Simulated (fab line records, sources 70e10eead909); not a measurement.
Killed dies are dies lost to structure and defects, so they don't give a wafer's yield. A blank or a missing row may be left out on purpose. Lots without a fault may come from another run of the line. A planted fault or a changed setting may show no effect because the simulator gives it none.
fab line records | flow nand_harc
record lots=23 wafers=69 last_day=34
route steps=1302 shown P_GATE@200 P_CONTACT@236 P_M0@272
lots that met no fault: from a run of the same line without faults
start_h: hours from the record's first day to the start of the lot's first wafer shown | wait_h: hours since the lot's step before | " the same as in the row above | L1.1+2: a row that stands for several wafers | - no value, or no start given | * or withheld: withheld | < > ~ a bound
route shown NAME@n: a module of which the file shows steps, and the number in the route of the first | usual: mean/standard deviation of fault-free wafers | same: alike in all rows | chamber/n: place in a boat | sites: the reading at each site | _std_site: their standard deviation | _edge_site: outer sites' mean less inner sites' | radius_mm: how far each site lies from the wafer's centre | mask NAME#n: copy n | behind: the tool/chamber that last shaped the wafer | hold: why the lot was held/for how many hours/how that ended | device: the transistor (n, p or np) that didn't switch | end of line: the same wafers' tests at the end of the route | a step without rows: its recipe alone | killed: dies lost to structure and defects at the first sort, not the wafer's yield | map: a wafer's dies, x killed, . not, _ none there
set.NAME: the setting as run; set.NAME@STEP: as run at that earlier step | model.NAME: the simulator's own value behind a step, which no gauge read
steps of the route over a sample of lots; a table a step, a row a wafer
services: from which hour (start_h, from the record's first day; less than 0 if before it) a tool's chamber was out of use, for how many hours, and why
## steps
# step NHARC_P_GATE_CD_MEAS_91
# recipe target_cd_nm=2000 landing_energy_ev=500
# usual cd_nm=2000.3/1.7
# columns lot.wafer tool chamber start_h wait_h cd_nm
L074.2 cd_sem-01 0 113.95 - 1993.9
L074.5 " 0 " " 1997.7
L074.6 " 0 " " 1997.9
L075.1 cd_sem-02 0 124.39 - 2001.3
L075.2 " 0 " " 1998.9
L075.5 " 0 " " 2000.3
L076.1 cd_sem-01 0 136.93 - 1997.4
L076.3 " 0 " " 2000.4
L076.4 " 0 " " 2000.4
L077.1 cd_sem-03 0 140.14 - 2002.7
L077.4 " 0 " " 1998.9
L077.5 " 0 " " 2001.1
L079.2 cd_sem-03 0 163.18 - 2000.4
L079.5 " 0 " " 1998.3
L079.6 " 0 " " 2000.9
L078.1 cd_sem-03 0 165.08 - 1998.8
L078.2 " 0 " " 1999.1
L078.5 " 0 " " 1998.6
L080.1 cd_sem-02 0 180.74 - 2003.4
L080.2 " 0 " " 1999.4
L080.5 " 0 " " 2000.1
L081.1 cd_sem-03 0 188.78 - 2002.8
L081.2 " 0 " " 2001.0
L081.4 " 0 " " 2002.0
L082.2 cd_sem-01 0 193.52 - 2000.4
L082.3 " 0 " " 2002.8
L082.5 " 0 " " 2001.5
L083.2 cd_sem-03 0 203.60 - 1996.5
L083.5 " 0 " " 1999.3
L083.6 " 0 " " 1998.5
L084.1 cd_sem-02 0 212.27 - 1995.4
L084.3 " 0 " " 2000.4
L084.5 " 0 " " 2000.1
L086.4 cd_sem-03 0 227.05 - 2001.5
L086.5 " 0 " " 2002.2
L086.6 " 0 " " 1999.9
L085.1 cd_sem-03 0 233.04 - 2001.2
L085.2 " 0 " " 2002.8
L085.6 " 0 " " 2000.1
L087.1 cd_sem-03 0 248.98 - 1998.8
L087.3 " 0 " " 2000.9
L087.5 " 0 " " 1996.9
L089.3 cd_sem-03 0 257.66 - 2000.7
L089.5 " 0 " " 2001.6
L089.6 " 0 " " 2000.3
L088.1 cd_sem-02 0 259.72 - 2000.6
L088.3 " 0 " " 2002.1
L088.6 " 0 " " 2001.3
L090.1 cd_sem-01 0 279.87 - 1997.9
L090.3 " 0 " " 1998.8
L090.5 " 0 " " 1996.1
L091.1 cd_sem-03 0 281.55 - 2003.2
L091.3 " 0 " " 2001.7
L091.6 " 0 " " 1999.8
L092.3 cd_sem-03 0 292.68 - 2002.3
L092.4 " 0 " " 1999.9
L092.6 " 0 " " 2000.0
L094.1 cd_sem-03 0 319.99 - 2001.8
L094.3 " 0 " " 2001.4
L094.4 " 0 " " 2000.1
L095.1 cd_sem-03 0 322.44 - 2001.3
L095.4 " 0 " " 2002.5
L095.5 " 0 " " 2003.6
L096.2 cd_sem-02 0 337.14 - 2000.4
L096.3 " 0 " " 2001.9
L096.5 " 0 " " 2002.4
L097.2 cd_sem-02 0 345.88 - 1999.8
L097.4 " 0 " " 2001.3
L097.5 " 0 " " 2001.9
# step NHARC_P_GATE_DESCUM_93
# recipe time_s=3 o2_flow_sccm=200 ar_flow_sccm=0 bias_power_w=0 chemistry=O2
# usual drypump_motor_current_A=5.6/0.32 oes_product_au=0.993/0.009 rf_vpp_V=57.8/0.76 showerhead_plenum_p_Torr=1.88/0.074 throttle_valve_pct=11.312/0.0085
# same bias_power_w=0
# columns lot.wafer tool chamber start_h wait_h drypump_motor_current_A oes_product_au rf_hours_counter_h rf_vpp_V showerhead_plenum_p_Torr throttle_valve_pct
L074.2 rie_diel-03 0 114.13 - 5.5 0.979 0 55.7 1.95 11.303
L074.6 " 2 " " 5.9 0.995 - 58.9 1.94 11.316
L074.5 " 3 " " 6.1 0.985 - 57.2 1.82 11.314
L075.1 rie_diel-04 2 124.57 - 5.3 1.004 5.3 57.0 1.82 11.318
L075.2 " 3 " " 5.4 0.993 6.5 56.1 1.84 11.321
L075.5 " 2 " " 5.3 0.991 - 58.1 1.82 11.322
L076.3 rie_diel-03 0 137.09 - 5.4 0.986 0.2 59.6 1.95 11.313
L076.4 " 2 " " 5.9 1.000 0.3 58.4 1.94 11.311
L076.1 " 3 " " 6.1 0.989 0.3 57.8 1.82 11.305
L077.4 rie_diel-04 1 140.29 - 5.6 0.993 5.8 57.3 1.82 11.320
L077.1 " 2 " " 5.3 0.994 5.5 58.2 1.82 11.317
L077.5 " 2 " " 5.3 0.991 - 57.3 1.82 11.302
L079.2 rie_diel-04 0 163.34 - 5.8 0.989 9.0 57.7 2.01 11.320
L079.5 " 0 " " 5.8 1.003 - 58.2 2.01 11.321
L079.6 " 1 " " 5.5 0.993 - 57.5 1.82 11.320
L078.1 rie_diel-04 1 165.25 - 5.6 0.986 8.0 57.1 1.82 11.318
L078.2 " 2 " " 5.3 1.001 7.7 58.4 1.82 11.309
L078.5 " 1 " " 5.5 0.985 - 56.8 1.82 11.306
L080.2 rie_diel-03 3 180.90 - 6.1 1.001 4.1 57.2 1.82 11.315
L080.1 " 2 " " 5.9 1.003 3.0 58.2 1.94 11.317
L080.5 " 3 " " 6.1 1.004 - 57.7 1.82 11.313
L081.1 rie_diel-03 3 188.94 - 6.1 0.993 4.4 58.4 1.81 11.296
L081.4 " 1 " " 6.1 0.991 3.7 57.3 1.92 11.319
L081.2 " 2 " " 5.9 1.003 3.2 58.3 1.94 11.297
L082.3 rie_diel-09 2 193.68 - 5.0 0.984 3.3 58.7 1.82 11.295
L082.2 " 3 " " 5.8 0.991 2.6 57.0 1.87 11.309
L082.5 " 0 " " 5.8 0.978 - 58.7 1.98 11.299
L083.2 rie_diel-04 1 203.79 - 5.5 0.986 0.6 56.8 1.82 11.297
L083.5 " 3 " " 5.4 0.988 - 57.0 1.84 11.314
L083.6 " 0 " " 5.8 1.011 - 58.5 2.01 11.314
L084.1 rie_diel-09 3 212.43 - 5.7 0.996 3.2 57.8 1.87 11.314
L084.3 " 1 " " 4.8 0.986 3.9 58.0 1.81 11.307
L084.5 " 0 " " 5.8 0.985 - 58.4 1.98 11.314
L086.4 rie_diel-09 3 227.24 - 5.7 1.004 4.9 57.5 1.87 11.316
L086.5 " 0 " " 5.9 0.993 - 57.9 1.98 11.304
L086.6 " 1 " " 4.8 0.996 - 59.0 1.81 11.308
L085.2 rie_diel-03 0 233.20 - 5.5 0.993 8.5 58.0 1.95 11.307
L085.1 " 3 " " 6.1 0.996 8.0 58.0 1.81 11.303
L085.6 " 3 " " 6.1 1.009 - 58.1 1.81 11.318
L087.3 rie_diel-03 3 249.14 - 6.1 0.979 8.2 58.3 1.81 11.311
L087.1 " 2 " " 6.0 0.988 6.6 57.7 1.94 11.322
L087.5 " 3 " " 6.2 0.987 - 57.9 1.81 11.298
L089.3 rie_diel-04 2 257.83 - 5.3 0.998 3.9 56.6 1.82 11.320
L089.6 " 0 " " 5.8 0.997 - 58.0 2.01 11.320
L089.5 " 1 " " 5.5 0.972 - 58.6 1.81 11.322
L088.3 rie_diel-04 2 259.88 - 5.3 0.987 3.9 57.2 1.82 11.305
L088.1 " 0 " " 5.8 1.000 4.9 58.1 2.01 11.313
L088.6 " 3 " " 5.4 0.986 - 58.0 1.84 11.306
L090.1 rie_diel-04 2 280.04 - 5.3 0.987 4.5 57.9 1.82 11.318
L090.3 " 0 " " 5.8 0.997 5.3 58.1 2.01 11.306
L090.5 " 1 " " 5.6 0.983 - 57.4 1.81 11.326
L091.3 rie_diel-04 3 281.71 - 5.4 0.995 5.3 56.7 1.84 11.332
L091.1 " 1 " " 5.5 0.989 4.3 57.6 1.81 11.306
L091.6 " 0 " " 5.8 1.009 - 58.4 2.01 11.305
L092.3 rie_diel-09 1 292.83 - 4.8 0.989 8.9 57.4 1.81 11.321
L092.4 " 3 " " 5.7 1.000 7.8 55.7 1.87 11.322
L092.6 " 1 " " 4.8 1.000 - 57.3 1.81 11.338
L094.4 rie_diel-04 0 320.15 - 5.8 1.016 7.0 57.6 2.01 11.317
L094.3 " 1 " " 5.6 0.982 5.8 57.4 1.81 11.308
L094.1 " 2 " " 5.3 0.983 5.8 55.4 1.82 11.331
L095.4 rie_diel-04 3 322.63 - 5.5 0.992 6.9 57.9 1.84 11.311
L095.1 " 0 " " 5.8 1.009 7.1 57.8 2.01 11.304
L095.5 " 2 " " 5.3 0.988 - 58.3 1.82 11.311
L096.2 rie_diel-03 2 337.31 - 5.9 0.989 2.1 58.7 1.94 11.305
L096.3 " 0 " " 5.5 1.008 2.1 57.8 1.95 11.330
L096.5 " 2 " " 6.0 0.985 - 57.9 1.94 11.310
L097.4 rie_diel-04 3 346.07 - 5.4 0.996 8.7 57.8 1.84 11.300
L097.2 " 0 " " 5.8 1.022 9.5 57.8 2.01 11.321
L097.5 " 2 " " 5.3 0.991 - 58.2 1.82 11.325
# step NHARC_P_GATE_DEGAS_109
# recipe temp_c=300 time_s=60
# usual heater_power_w=468/69 susceptor_temp_C=300.00/0.19
# columns lot.wafer tool chamber start_h wait_h heater_power_w susceptor_temp_C
L074.2 pvd_sputter-03 - 116.11 0.1 395 299.96
L074.5 " - " " 500 299.96
L074.6 " - " " 481 300.06
L075.1 pvd_sputter-02 - 126.53 0.1 473 300.30
L075.2 " - " " 471 299.87
L075.5 " - " " 481 300.17
L076.4 pvd_sputter-02 - 139.05 0.1 467 -
L076.3 " - " " 621 -
L076.1 " - " " 485 -
L077.4 pvd_sputter-03 - 142.25 0.1 393 300.36
L077.1 " - " " 498 299.96
L077.5 " - " " 397 300.41
L079.2 pvd_sputter-01 - 165.32 0.1 430 300.04
L079.6 " - " " 414 299.91
L079.5 " - " " 349 300.20
L078.2 pvd_sputter-01 - 167.22 0.1 441 300.06
L078.1 " - " " 349 300.13
L078.5 " - " " 424 299.63
L080.2 pvd_sputter-03 - 183.21 0.1 529 299.85
L080.1 " - " " 499 300.12
L080.5 " - " " 544 300.03
L081.2 pvd_sputter-02 - 194.90 0.1 472 -
L081.1 " - " " 625 -
L081.4 " - " " 477 -
L082.3 pvd_sputter-02 - 195.73 0.1 641 300.28
L082.2 " - " " 460 299.85
L082.5 " - " " 614 300.02
L083.2 pvd_sputter-02 - 205.72 0.1 600 300.23
L083.5 " - " " 465 300.23
L083.6 " - " " 615 300.34
L084.3 pvd_sputter-01 - 214.39 0.1 436 299.59
L084.1 " - " " 356 300.29
L084.5 " - " " 447 299.77
L086.4 pvd_sputter-03 - 229.19 0.1 429 300.25
L086.6 " - " " 524 300.46
L086.5 " - " " 496 300.08
L085.1 pvd_sputter-03 - 235.18 0.1 525 299.70
L085.2 " - " " 426 300.06
L085.6 " - " " 490 300.21
L087.3 pvd_sputter-01 - 251.17 0.1 415 299.85
L087.1 " - " " 371 300.03
L087.5 " - " " 421 300.06
L089.3 pvd_sputter-02 - 259.78 0.1 479 300.01
L089.5 " - " " 474 299.96
L089.6 " - " " 609 300.21
L088.1 pvd_sputter-03 - 261.82 0.1 413 300.06
L088.3 " - " " 504 299.61
L088.6 " - " " 414 299.94
L090.3 pvd_sputter-01 - 282.03 0.1 419 299.86
L090.1 " - " " 361 299.90
L090.5 " - " " 428 299.98
L091.3 pvd_sputter-01 - 283.74 0.1 424 300.29
L091.1 " - " " 441 299.73
L091.6 " - " " 364 299.84
L092.4 pvd_sputter-03 - 294.79 0.1 528 299.91
L092.3 " - " " 516 300.31
L092.6 " - " " 494 300.11
L094.4 pvd_sputter-01 - 322.11 0.1 416 299.71
L094.1 " - " " 428 299.98
L094.3 " - " " 364 300.45
L095.4 pvd_sputter-01 - 324.59 0.1 428 300.14
L095.1 " - " " 423 299.96
L095.5 " - " " 364 300.24
L096.3 pvd_sputter-02 - 339.30 0.1 633 299.82
L096.2 " - " " 478 299.73
L096.5 " - " " 465 300.22
L097.4 pvd_sputter-01 - 348.29 0.1 360 299.76
L097.2 " - " " 421 299.77
L097.5 " - " " 368 299.68
# step NHARC_P_CONTACT_ETCH_35
# recipe target_depth_a=390 over_etch_frac=0.3 time_s=65 ion_energy_ev=80 cf4_flow_sccm=150 ar_flow_sccm=0 rf_w=300 bias_w=100 chemistry=CF4
# usual drypump_motor_current_A=5.7/0.53 oes_product_au=0.997/0.0097 rf_vpp_V=151.5/1.3 showerhead_plenum_p_Torr=1.78/0.074 throttle_valve_pct=13.283/0.0092
# columns lot.wafer tool chamber start_h wait_h drypump_motor_current_A oes_product_au rf_hours_counter_h rf_vpp_V showerhead_plenum_p_Torr throttle_valve_pct
L074.2 rie_diel-06 2 118.85 0.1 6.1 1.006 5.0 153.6 1.90 13.287
L074.6 " 1 " " 5.1 0.982 - 152.5 1.80 13.283
L074.5 " 2 " " 6.1 0.998 - 152.7 1.90 13.276
L075.2 rie_diel-05 0 129.33 0.1 6.4 0.987 1.2 149.0 1.74 13.278
L075.1 " 2 " " 5.5 1.028 1.3 152.9 1.87 13.268
L075.5 " 0 " " 6.3 0.995 - 150.7 1.74 13.275
L076.3 rie_diel-05 2 141.88 0.1 5.5 1.010 1.7 153.3 1.87 13.273
L076.4 " 3 " " 5.6 1.000 1.8 149.5 1.70 13.287
L076.1 " 1 " " 4.9 0.989 1.6 152.4 1.79 13.295
L077.4 rie_diel-06 3 144.96 0.1 6.4 1.005 0.1 152.2 1.81 13.271
L077.1 " 1 " " 5.2 0.987 0.1 150.8 1.80 13.281
L077.5 " 0 " " 5.6 0.993 - 149.8 1.68 13.268
L079.2 rie_diel-05 3 168.18 0.1 5.5 0.988 2.6 148.8 1.70 13.275
L079.5 " 3 " " 5.6 0.998 - 150.8 1.70 13.278
L079.6 " 2 " " 5.5 1.007 - 151.6 1.87 13.282
L078.1 rie_diel-02 1 170.05 0.1 6.0 0.994 7.5 152.2 1.84 13.271
L078.2 " 2 " " 4.9 0.999 6.8 149.6 1.76 13.293
L078.5 " 1 " " 6.0 0.989 - 151.3 1.84 13.278
L080.1 rie_diel-06 2 186.19 0.1 6.2 0.989 1.1 154.1 1.90 13.281
L080.2 " 0 " " 5.6 0.978 1.2 149.8 1.67 13.291
L080.5 " 2 " " 6.1 0.987 - 152.9 1.89 13.278
L081.4 rie_diel-05 0 197.74 0.1 6.4 0.983 2.8 149.7 1.74 13.286
L081.1 " 1 " " 4.9 0.976 3.5 151.8 1.79 13.277
L081.2 " 2 " " 5.5 1.016 3.5 152.6 1.87 13.278
L082.3 rie_diel-06 0 198.56 0.1 5.6 0.997 1.6 150.6 1.67 13.285
L082.2 " 2 " " 6.1 1.005 1.6 153.0 1.89 13.287
L082.5 " 3 " " 6.5 1.004 - 151.7 1.80 13.286
L083.2 rie_diel-06 2 208.56 0.1 6.1 1.000 2.0 153.7 1.89 13.291
L083.5 " 3 " " 6.4 0.999 - 153.2 1.80 13.298
L083.6 " 0 " " 5.6 0.984 - 150.4 1.67 13.290
L084.1 rie_diel-05 3 217.22 0.1 5.6 0.994 4.4 150.3 1.70 13.296
L084.3 " 1 " " 4.9 0.982 3.9 152.0 1.79 13.284
L084.5 " 2 " " 5.5 1.014 - 151.4 1.87 13.280
L086.4 rie_diel-02 0 231.96 0.1 5.1 0.993 0.2 150.4 1.69 13.270
L086.6 " 0 " " 5.1 0.993 - 151.1 1.69 13.275
L086.5 " 1 " " 6.1 1.002 - 152.6 1.84 13.288
L085.2 rie_diel-06 1 238.03 0.1 5.1 0.986 2.9 150.1 1.79 13.285
L085.1 " 0 " " 5.6 0.990 2.8 151.3 1.67 13.292
L085.6 " 2 " " 6.1 0.999 - 152.1 1.89 13.292
L087.1 rie_diel-02 3 254.02 0.1 6.4 1.016 1.4 151.1 1.84 13.280
L087.3 " 1 " " 6.0 1.013 1.1 152.3 1.84 13.291
L087.5 " 0 " " 5.1 1.002 - 151.7 1.69 13.273
L089.3 rie_diel-06 2 262.64 0.1 6.1 0.995 3.9 153.2 1.89 13.294
L089.5 " 3 " " 6.4 1.007 - 152.3 1.80 13.291
L089.6 " 2 " " 6.1 1.003 - 153.2 1.89 13.304
L088.3 rie_diel-06 3 264.67 0.1 6.5 0.992 4.3 151.7 1.80 13.284
L088.1 " 0 " " 5.6 0.984 3.9 151.7 1.67 13.279
L088.6 " 2 " " 6.1 0.990 - 154.2 1.89 13.267
L090.1 rie_diel-05 2 284.87 0.1 5.5 1.003 0.9 152.6 1.87 13.282
L090.3 " 3 " " 5.5 0.991 0.9 151.0 1.70 13.281
L090.5 " 1 " " 4.9 0.985 - 151.7 1.79 13.289
L091.3 rie_diel-06 3 286.43 0.1 6.5 1.011 5.0 151.6 1.80 13.280
L091.1 " 2 " " 6.1 0.999 5.0 153.5 1.89 13.276
L091.6 " 0 " " 5.6 0.995 - 149.5 1.67 13.274
L092.4 rie_diel-05 0 297.62 0.1 6.3 0.993 1.5 150.6 1.74 13.274
L092.3 " 1 " " 4.9 1.001 1.6 152.2 1.79 13.274
L092.6 " 3 " " 5.6 1.008 - 150.0 1.70 13.279
L094.3 rie_diel-05 1 325.23 0.1 4.9 0.989 2.5 152.1 1.79 13.293
L094.1 " 2 " " 5.5 1.007 2.6 152.7 1.87 13.287
L094.4 " 3 " " 5.6 1.001 2.5 150.0 1.70 13.285
L095.4 rie_diel-02 0 327.69 0.1 5.1 1.000 4.8 150.2 1.69 13.286
L095.1 " 1 " " 6.1 1.003 6.2 151.5 1.84 13.283
L095.5 " 2 " " 4.9 0.991 - 151.1 1.76 13.292
L096.2 rie_diel-02 3 342.25 0.1 6.5 1.007 6.4 152.4 1.83 13.286
L096.3 " 2 " " 4.9 0.999 6.6 149.4 1.76 13.286
L096.5 " 0 " " 5.1 1.001 - 150.0 1.69 13.295
L097.2 rie_diel-05 0 351.21 0.1 6.3 0.992 2.9 151.9 1.74 13.255
L097.4 " 2 " " 5.5 1.002 3.4 153.1 1.87 13.280
L097.5 " 3 " " 5.5 1.005 - 151.1 1.70 13.292
# step NHARC_P_CONTACT_ETCH_36
# recipe target_depth_a=2600 over_etch_frac=0.25 time_s=406.25 ion_energy_ev=200 n2_flow_sccm=150 h2_flow_sccm=150 ar_flow_sccm=0 rf_w=400 bias_w=150 chemistry=N2/H2
# usual drypump_motor_current_A=5.7/0.53 h2_flow_sccm=150.0/0.47 n2_flow_sccm=150.1/0.41 oes_product_au=0.997/0.01 rf_vpp_V=431.1/2.6 showerhead_plenum_p_Torr=2.06/0.094 throttle_valve_pct=14.171/0.0094
# columns lot.wafer tool chamber start_h wait_h drypump_motor_current_A h2_flow_sccm n2_flow_sccm oes_product_au rf_hours_counter_h rf_vpp_V showerhead_plenum_p_Torr throttle_valve_pct
L074.2 rie_diel-06 2 - - 6.1 150.6 149.3 0.993 5.1 433.8 2.20 14.181
L074.5 " 1 " " 5.2 150.1 149.6 0.985 - 431.9 2.07 14.164
L074.6 " 2 " " 6.1 149.9 149.4 1.001 - 436.6 2.20 14.158
L075.2 rie_diel-05 3 - - 5.6 149.9 150.2 1.002 1.3 428.2 1.95 14.171
L075.1 " 0 " " 6.4 149.3 149.7 0.988 1.3 430.4 2.01 14.170
L075.5 " 0 " " 6.3 149.8 150.0 0.997 - 429.6 2.01 14.179
L076.1 rie_diel-05 0 - - 6.3 149.7 150.0 0.991 1.8 429.8 2.01 14.191
L076.3 " 1 " " 4.9 149.9 150.1 0.982 1.7 432.1 2.07 14.163
L076.4 " 2 " " 5.5 150.3 150.2 1.015 1.8 433.7 2.17 14.189
L077.1 rie_diel-06 2 - - 6.2 149.7 150.9 0.999 0.2 434.2 2.20 14.169
L077.4 " 1 " " 5.2 150.0 150.5 0.985 0.2 430.9 2.07 14.178
L077.5 " 2 " " 6.2 149.6 150.2 0.990 - 434.6 2.20 14.184
L079.2 rie_diel-05 3 - - 5.6 149.4 149.8 1.003 2.7 427.1 1.95 14.181
L079.6 " 2 " " 5.5 150.7 150.4 1.011 - 433.1 2.17 14.171
L079.5 " 3 " " 5.5 149.3 150.1 1.005 - 428.0 1.95 14.166
L078.2 rie_diel-02 3 - - 6.4 149.9 150.4 0.993 8.5 432.6 2.13 14.172
L078.1 " 1 " " 6.1 151.8 149.8 0.992 7.6 432.9 2.14 14.175
L078.5 " 0 " " 5.1 150.0 150.0 0.990 - 426.8 1.94 14.175
L080.2 rie_diel-06 2 - - 6.1 149.8 151.2 0.991 1.2 433.3 2.20 14.169
L080.1 " 0 " " 5.6 150.1 149.4 0.987 1.2 428.0 1.92 14.147
L080.5 " 2 " " 6.1 149.0 150.4 0.999 - 434.9 2.20 14.170
L081.2 rie_diel-05 3 - - 5.5 150.3 150.1 0.995 3.6 428.2 1.95 14.174
L081.1 " 0 " " 6.3 149.9 149.6 1.009 2.8 427.7 2.01 14.168
L081.4 " 1 " " 4.9 150.4 149.7 0.983 3.5 430.7 2.07 14.176
L082.3 rie_diel-06 2 - - 6.1 149.8 149.6 1.004 1.7 435.9 2.20 14.184
L082.2 " 3 " " 6.4 151.2 150.3 1.009 1.9 432.5 2.09 14.180
L082.5 " 1 " " 5.2 149.7 149.9 0.993 - 431.6 2.07 14.157
L083.2 rie_diel-06 1 - - 5.1 150.4 149.7 0.991 2.1 431.5 2.07 14.174
L083.6 " 2 " " 6.1 150.2 150.0 0.985 - 433.7 2.20 14.160
L083.5 " 3 " " 6.4 149.7 150.3 0.991 - 431.2 2.09 14.166
L084.3 rie_diel-05 1 - - 5.0 150.5 150.0 0.982 4.0 430.8 2.07 14.172
L084.1 " 2 " " 5.5 150.5 149.6 1.000 4.4 433.8 2.17 14.170
L084.5 " 1 " " 4.9 150.2 150.3 0.982 - 429.8 2.07 14.168
L086.4 rie_diel-02 1 - - 6.1 150.7 150.0 1.016 0.2 433.4 2.14 14.171
L086.5 " 2 " " 4.9 149.9 149.7 0.995 - 430.6 2.03 14.163
L086.6 " 3 " " 6.5 150.7 150.7 1.013 - 432.3 2.13 14.191
L085.2 rie_diel-06 0 - - 5.6 150.4 150.1 0.990 2.9 426.2 1.92 14.173
L085.1 " 2 " " 6.1 149.7 150.2 0.996 3.1 435.8 2.20 14.187
L085.6 " 1 " " 5.2 149.6 150.6 0.991 - 430.8 2.07 14.170
L087.3 rie_diel-02 0 - - 5.1 150.2 150.4 0.986 1.3 429.4 1.94 14.154
L087.1 " 1 " " 6.1 150.2 150.1 1.014 1.1 434.4 2.13 14.171
L087.5 " 1 " " 6.1 150.7 150.2 1.013 - 433.1 2.13 14.165
L089.3 rie_diel-06 3 - - 6.5 150.2 150.4 0.998 4.0 430.7 2.08 14.169
L089.5 " 2 " " 6.1 150.0 150.1 0.998 - 435.3 2.20 14.171
L089.6 " 3 " " 6.5 150.1 150.3 1.009 - 430.5 2.08 14.171
L088.1 rie_diel-06 3 - - 6.4 150.1 150.3 0.989 4.4 430.9 2.08 14.179
L088.3 " 2 " " 6.1 149.1 149.9 0.996 4.4 433.9 2.20 14.161
L088.6 " 0 " " 5.6 150.2 150.1 0.982 - 427.4 1.92 14.179
L090.3 rie_diel-05 2 - - 5.5 150.8 150.1 1.007 1.0 433.6 2.17 14.168
L090.1 " 0 " " 6.3 149.6 150.6 0.993 1.0 431.1 2.00 14.173
L090.5 " 2 " " 5.5 150.0 150.2 1.001 - 434.9 2.17 14.156
L091.3 rie_diel-06 0 - - 5.6 150.1 150.0 0.991 4.6 427.5 1.92 14.146
L091.1 " 3 " " 6.4 149.8 149.5 0.999 5.1 430.1 2.09 14.173
L091.6 " 1 " " 5.2 150.2 149.6 0.999 - 432.3 2.07 14.187
L092.4 rie_diel-05 2 - - 5.5 149.1 150.5 1.019 1.7 433.4 2.17 14.171
L092.3 " 3 " " 5.6 150.3 149.4 1.001 1.6 427.9 1.95 14.168
L092.6 " 2 " " 5.5 149.5 150.6 1.011 - 434.6 2.17 14.180
L094.4 rie_diel-05 3 - - 5.6 149.7 150.2 1.001 2.5 427.7 1.95 14.163
L094.3 " 0 " " 6.3 149.6 150.3 0.996 2.4 430.4 2.00 14.147
L094.1 " 1 " " 4.9 149.3 150.3 1.001 2.6 431.2 2.07 14.183
L095.4 rie_diel-02 2 - - 4.9 150.3 150.2 1.000 6.1 429.4 2.02 14.194
L095.1 " 1 " " 6.1 150.2 150.0 1.006 6.3 433.2 2.13 14.162
L095.5 " 3 " " 6.4 149.9 150.2 1.019 - 432.3 2.12 14.175
L096.2 rie_diel-02 0 - - 5.1 149.2 150.5 1.000 5.2 428.1 1.94 14.161
L096.3 " 1 " " 6.1 149.6 150.1 1.016 6.7 432.8 2.13 14.164
L096.5 " 1 " " 6.1 149.6 150.1 1.002 - 433.0 2.13 14.174
L097.2 rie_diel-05 3 - - 5.6 149.9 150.4 1.000 3.4 428.5 1.95 14.169
L097.4 " 0 " " 6.3 150.1 149.6 1.000 3.0 429.9 2.00 14.182
L097.5 " 1 " " 4.9 150.1 150.1 1.000 - 433.6 2.07 14.169
# step NHARC_P_M0_DEGAS_28
# recipe temp_c=250 time_s=60
# usual heater_power_w=328/49 susceptor_temp_C=249.99/0.16
# columns lot.wafer tool chamber start_h wait_h heater_power_w susceptor_temp_C
L074.2 pvd_sputter-01 - 123.84 - 301 250.11
L074.6 " - " " 248 249.92
L074.5 " - " " 298 250.09
L075.1 pvd_sputter-01 - 134.34 - 254 249.88
L075.2 " - " " 319 249.90
L075.5 " - " " 300 249.86
L076.3 pvd_sputter-01 - 146.86 - 318 -
L076.1 " - " " 302 -
L076.4 " - " " 298 -
L077.4 pvd_sputter-03 - 150.01 - 358 250.05
L077.1 " - " " 284 249.87
L077.5 " - " " 354 250.13
L079.2 pvd_sputter-01 - 173.19 - 304 250.02
L079.6 " - " " 321 249.71
L079.5 " - " " 297 249.84
L078.2 pvd_sputter-01 - 175.05 - 250 -
L078.1 " - " " 303 -
L078.5 " - " " 305 -
L080.1 pvd_sputter-02 - 191.20 - 340 250.24
L080.2 " - " " 340 250.15
L080.5 " - " " 333 249.88
L081.2 pvd_sputter-01 - 202.75 - 293 -
L081.4 " - " " 253 -
L081.1 " - " " 302 -
L082.2 pvd_sputter-02 - 203.55 - 438 249.94
L082.3 " - " " 342 250.20
L082.5 " - " " 349 250.06
L083.2 pvd_sputter-02 - 213.87 - 447 250.00
L083.5 " - " " 439 249.90
L083.6 " - " " 344 250.06
L084.1 pvd_sputter-02 - 222.66 - 350 250.31
L084.3 " - " " 332 249.81
L084.5 " - " " 446 249.71
L086.4 pvd_sputter-01 - 237.04 - 249 249.87
L086.5 " - " " 259 249.82
L086.6 " - " " 305 249.82
L085.2 pvd_sputter-02 - 242.90 - 329 -
L085.1 " - " " 441 -
L085.6 " - " " 335 -
L087.1 pvd_sputter-03 - 259.12 - 370 250.05
L087.3 " - " " 357 249.81
L087.5 " - " " 376 249.98
L089.3 pvd_sputter-01 - 268.30 - 306 249.62
L089.5 " - " " 298 250.17
L089.6 " - " " 308 249.78
L088.3 pvd_sputter-02 - 269.86 - 335 250.10
L088.1 " - " " 446 250.05
L088.6 " - " " 330 249.99
L090.3 pvd_sputter-01 - 289.88 - 297 249.94
L090.1 " - " " 304 249.95
L090.5 " - " " 305 250.14
L091.1 pvd_sputter-01 - 291.37 - 309 250.12
L091.3 " - " " 266 250.08
L091.6 " - " " 308 249.74
L092.3 pvd_sputter-01 - 302.51 - 260 249.88
L092.4 " - " " 310 249.80
L092.6 " - " " 258 250.17
L094.3 pvd_sputter-03 - 330.31 - 300 250.06
L094.4 " - " " 374 250.21
L094.1 " - " " 354 249.74
L095.1 pvd_sputter-01 - 332.88 - 303 249.99
L095.4 " - " " 303 250.24
L095.5 " - " " 300 250.04
L096.3 pvd_sputter-02 - 347.35 - 330 249.97
L096.2 " - " " 330 250.14
L096.5 " - " " 331 249.89
L097.2 pvd_sputter-02 - 356.33 - 331 -
L097.4 " - " " 435 -
L097.5 " - " " 332 -
## services
# columns tool chamber start_h hours kind
rie_diel-02 2 95.63 12.3 repair
rie_diel-06 1 100.79 2.9 repair
pvd_sputter-02 - 104.01 10.0 pm
rie_diel-06 - 130.28 9.0 pm
pvd_sputter-03 - 137.19 3.6 repair
pvd_sputter-03 - 143.25 6.1 repair
rie_diel-05 0 158.03 16.1 repair
rie_diel-04 - 177.90 9.0 pm
pvd_sputter-02 - 187.08 1.6 repair
rie_diel-06 0 188.73 4.0 repair
rie_diel-05 1 205.40 10.0 repair
pvd_sputter-01 - 226.13 10.0 pm
rie_diel-05 - 229.60 9.0 pm
pvd_sputter-02 - 231.66 0.9 repair
rie_diel-06 0 250.88 7.1 repair
rie_diel-06 1 252.90 32.3 repair
rie_diel-05 3 257.40 6.3 repair
rie_diel-04 3 261.93 4.8 repair
rie_diel-05 2 267.72 5.3 repair
pvd_sputter-02 - 282.01 10.0 pm
rie_diel-06 3 303.54 1.3 repair
rie_diel-06 - 307.28 9.0 pm
rie_diel-05 2 335.30 4.3 repair
pvd_sputter-01 - 349.07 8.2 repair
## key
fault none
